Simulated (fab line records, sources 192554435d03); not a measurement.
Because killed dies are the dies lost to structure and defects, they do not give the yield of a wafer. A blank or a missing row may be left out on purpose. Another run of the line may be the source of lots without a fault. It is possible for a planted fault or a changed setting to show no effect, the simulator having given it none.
Split-lot study | flow n5-finfet | 21 wafers read across 7 lots, on a route 1938 steps long

## ABOUT THE SPLIT
At N5_BEOL_M0_ETCH_128 (etches SiCN in CF4/N2, target depth 12 nm, overetch 5.1 nm, time 21.4 s), the setting source-w was moved away from the recipe's 430 W on 6 of the 21 wafers read, by -4.7% to +13.7%. All remaining wafers had this setting at the recipe value.

The split's own step is where the reading is taken.

## THE READING
rf-vpp-V, in V, at N5_BEOL_M0_ETCH_128 (etches SiCN in CF4/N2, target depth 12 nm, overetch 5.1 nm, time 21.4 s). Typical for fault-free wafers on this fab line: 382.0 V, with standard deviation 2.3 V.

wafer  | tool, chamber at the split | source-w as run, W | against the recipe | rf-vpp-V, V | against lot-mates on the recipe
L079.1 | rie-diel-03, 2             | 430                | recipe             | 381.5       | -
L079.3 | rie-diel-03, 1             | 430                | recipe             | 384.5       | -
L079.6 | rie-diel-03, 2             | 430                | recipe             | 380.8       | -
L080.1 | rie-diel-03, 1             | 430                | recipe             | 384.1       | -
L080.2 | rie-diel-03, 3             | 488.8              | +13.7%             | 369.6       | -14.5
L080.4 | rie-diel-03, 0             | 488.8              | +13.7%             | 362.4       | -21.7
L082.3 | rie-diel-03, 0             | 454.6              | +5.7%              | 371.1       | -9.1
L082.4 | rie-diel-03, 2             | 430                | recipe             | 382.2       | -
L082.5 | rie-diel-03, 0             | 430                | recipe             | 378.2       | -
L083.2 | rie-diel-03, 2             | 430                | recipe             | 381.6       | -
L083.3 | rie-diel-03, 3             | 430                | recipe             | 384.4       | -
L083.6 | rie-diel-03, 0             | 430                | recipe             | 378.3       | -
L090.3 | rie-diel-03, 2             | 430                | recipe             | 381.7       | -
L090.5 | rie-diel-03, 0             | 430                | recipe             | 377.8       | -
L090.6 | rie-diel-03, 1             | 430                | recipe             | 382.1       | -
L092.1 | rie-diel-04, 1             | 430                | recipe             | 380.5       | -
L092.5 | rie-diel-04, 0             | 467.7              | +8.8%              | 375.7       | -4.8
L092.6 | rie-diel-04, 3             | 467.7              | +8.8%              | 369.5       | -11.0
L096.2 | rie-diel-03, 3             | 409.7              | -4.7%              | 389.3       | +8.5
L096.3 | rie-diel-03, 2             | 430                | recipe             | 380.5       | -
L096.6 | rie-diel-03, 2             | 430                | recipe             | 381.1       | -

THE FIT
A straight line over all 21 wafers: rf-vpp-V changes by -1.15 V for each +1% of source-w; r = -0.91; the points scatter about the line by 2.6 V.
The same after taking each lot's own level away (the mean of its wafers on the recipe; 21 wafers): -1.27 V for each +1%; r = -0.93; scatter 2.5 V.
The reading moves by 17 V for the largest change in source-w, on that fit.
The span of the lots' own levels, 380.20 to 384.10 V, comes to 1.7 times the standard deviation stated above.
Hence the lot-to-lot level has little effect on the slope; both slopes agree.
Check: -18.3 V against its lot-mates is what the line predicts for one of the wafers moved furthest among these (+13.7%) when that wafer is left out of the fit. Against them it came out at -14.5 V.
Tool readings at the split's step, against how far the setting was moved: rf-vpp-V r = -0.91.

## THE OTHER SPLITS THESE WAFERS WENT THROUGH
Before the reading, these wafers also passed through other splits. Each is held against what the fit with the lots' levels taken away leaves over:
other split on the same wafers         | wafers away from the commonest value | r with rf-vpp-V (lot level and that fit taken away)
N5_GATE_CUT_EXPOSE_10 dose-mj          | 4                                    | -0.36
N5_MOL_CONTACT_COAG_ALD_131 ald-cycles | 9                                    | -0.07
N5_BEOL_M0_SAQP_PECVD_04 time-s        | 3                                    | +0.00
N5_BEOL_M0_SAQP_COAT_08 spin-rpm       | 9                                    | +0.03
N5_BEOL_M0_SAQP_DESCUM_45 time-s       | 6                                    | -0.15

## THE FILE'S OWN FIT
rf-vpp-V changes by -1.28 V for each +1% of source-w, r = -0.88.
